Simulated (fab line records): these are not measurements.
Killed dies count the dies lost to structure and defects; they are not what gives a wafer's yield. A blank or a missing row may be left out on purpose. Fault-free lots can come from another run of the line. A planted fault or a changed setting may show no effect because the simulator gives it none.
Matching of chambers :: flow nand-harc :: NHARC_P_CONTACT_ETCH_35 on rie-diel-10: 3 sister chambers
The step etches the open film in CF4, target depth 39 nm, time 65 s. 3 wafers are shown with their chamber, then 5 later ones without.

WAFERS PAIRED WITH THEIR CHAMBERS
wafer: L530.3
chamber: 3
drypump-motor-current-A (A): 5.39

wafer: L538.2
chamber: 2
drypump-motor-current-A (A): 5.61

wafer: L538.3
chamber: 0
drypump-motor-current-A (A): 6.20

WAFERS WITHOUT THEIR CHAMBER
wafer: L538.5
drypump-motor-current-A (A): 5.39

wafer: L540.1
drypump-motor-current-A (A): 6.20

wafer: L540.4
drypump-motor-current-A (A): 5.60

wafer: L540.5
drypump-motor-current-A (A): 5.59

wafer: L541.2
drypump-motor-current-A (A): 5.56

WHICH CHAMBER EACH ONE RAN IN
wafer: L538.5
from the rows above: 3
in truth: 3

wafer: L540.1
from the rows above: 0
in truth: 0

wafer: L540.4
from the rows above: 2
in truth: 2

wafer: L540.5
from the rows above: 2
in truth: 2

wafer: L541.2
from the rows above: 2
in truth: 2
Placed correctly: 5 of 5. Left unplaced by these rows: 0. Wrongly placed: 0.
How it was worked out, from the rows above alone: a wafer's distance from a chamber is the root of the sum, over the readings, of the square of ((its reading less the chamber's mean) divided by the reading's scatter). The wafer belongs to the nearest chamber; if the next one is less than 2 further off, it can't be placed. Each chamber's mean is taken over the wafers shown for it. The scatter (one wafer shown for each chamber): square how far every hidden wafer sits from the nearest shown wafer, average those squares and take the square root.
